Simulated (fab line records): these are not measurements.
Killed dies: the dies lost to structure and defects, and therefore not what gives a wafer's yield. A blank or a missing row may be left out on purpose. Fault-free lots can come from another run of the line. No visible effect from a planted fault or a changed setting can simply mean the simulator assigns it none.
3 desks looking at one fault ; flow nand-harc ; only its own numbers are on each desk; what lay behind them is given at the end

== TOOL OWNER'S DESK, arfi-scanner-03 ==
The tool's own readings at NHARC_P_M1_EXPOSE_06 (exposes mask P M1, target cd 130 nm): means of the sampled wafers that have a number, for each lot that ran on this tool. If a lot's mean is further than 4 standard deviations from the usual mean, the lot is out of limits and carries the mark OUT (the distance appears in the brackets).
Columns: A = exposure-dose-mJ-cm2 at NHARC_P_M1_EXPOSE_06, usual 81.80
lot;first seen here;A
L557;day 6 12:09;81.69
L562;day 8 06:06;81.76
L569;day 11 03:56;48.05 (-99 or more) OUT
L570;day 11 17:34;54.75 (-99 or more) OUT
This desk finds L569, L570 out of limits, L569 being first, at day 11 03:56 (exposure-dose-mJ-cm2 at NHARC_P_M1_EXPOSE_06). L557, L562: within limits.

== THE METROLOGY DESK ==
Means of the sampled wafers that have a number, per lot and without regard to the tool the lot ran on: this is what the gauges read. If a lot's mean is further than 4 standard deviations from the usual mean, the lot is out of limits and carries the mark OUT (the distance appears in the brackets).
Columns: A = cd-nm at NHARC_P_M0_CD_MEAS_16, usual 90.3 nm; B = cd-nm at NHARC_P_M1_CD_MEAS_09, usual 129.9 nm
lot;first seen here;A;B
L558;day 6 07:46;91.0;130.6
L557;day 6 08:28;89.8;129.1
L559;day 6 19:40;90.6;129.3
L560;day 7 11:11;90.8;130.5
L561;day 7 21:50;89.4;130.2
L562;day 8 02:40;90.4;129.6
L569;day 11 00:21;90.6;97.3 (-41) OUT
L570;day 11 14:16;89.8;105.9 (-30) OUT
L571;day 12 02:42;91.0;130.2
L572;day 12 05:27;89.9;129.5
L574;day 13 08:41;90.1;128.2
L575;day 13 15:03;89.8;128.9
L576;day 14 02:58;89.3;130.9
L579;day 15 12:29;90.2;129.5
This desk finds L569, L570 out of limits, L569 being first, at day 11 04:05 (cd-nm at NHARC_P_M1_CD_MEAS_09). L558, L557, L559, L560, L561, L562, L571, L572, L574, L575, L576, L579: within limits.

== THE DEFECT DESK ==
What the inspections along the route counted, lot by lot: means of the sampled wafers that have a number. If a lot's mean is further than 4 standard deviations from the usual mean, the lot is out of limits and carries the mark OUT (the distance appears in the brackets).
Columns: A = raw-defect-count at NHARC_P_M1_INSPECT_11, usual 4.4
lot;first seen here;A
L558;day 6 11:22;5.3
L557;day 6 12:25;2.3
L559;day 6 23:24;4.3
L560;day 7 14:53;2.7
L561;day 8 01:33;3.0
L562;day 8 06:22;5.0
L569;day 11 04:13;2.0
L570;day 11 17:49;4.7
L571;day 12 06:27;2.3
L572;day 12 09:01;2.7
L574;day 13 12:26;6.7
L575;day 13 18:42;5.0
L576;day 14 06:48;6.7
L579;day 15 16:19;6.3
Result from this desk: across the 14 lots, nothing is out of limits.

== TAKEN TOGETHER ==
On L569, L570, at day 11 03:56, an alarm was possible from the tool owner's desk.
An alarm was possible from the metrology desk at day 11 04:05, on L569, L570.
Nothing the defect desk looked at was out of limits.
The defect desk has L569, L570 on record, within its limits.
On arfi-scanner-03, each named lot ran NHARC_P_M1_EXPOSE_06.

== WHAT HAD BEEN PUT IN BY THE SIMULATOR ==
Process parameter drift: arfi-scanner-03, from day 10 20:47 on, at NHARC_P_M1_EXPOSE_06. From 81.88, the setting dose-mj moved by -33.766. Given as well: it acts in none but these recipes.
Struck lots among those shown: L569, L570.
Hours from the fault's start to each desk's first reading out of limits: the tool owner's desk, 7; the metrology desk, 7.
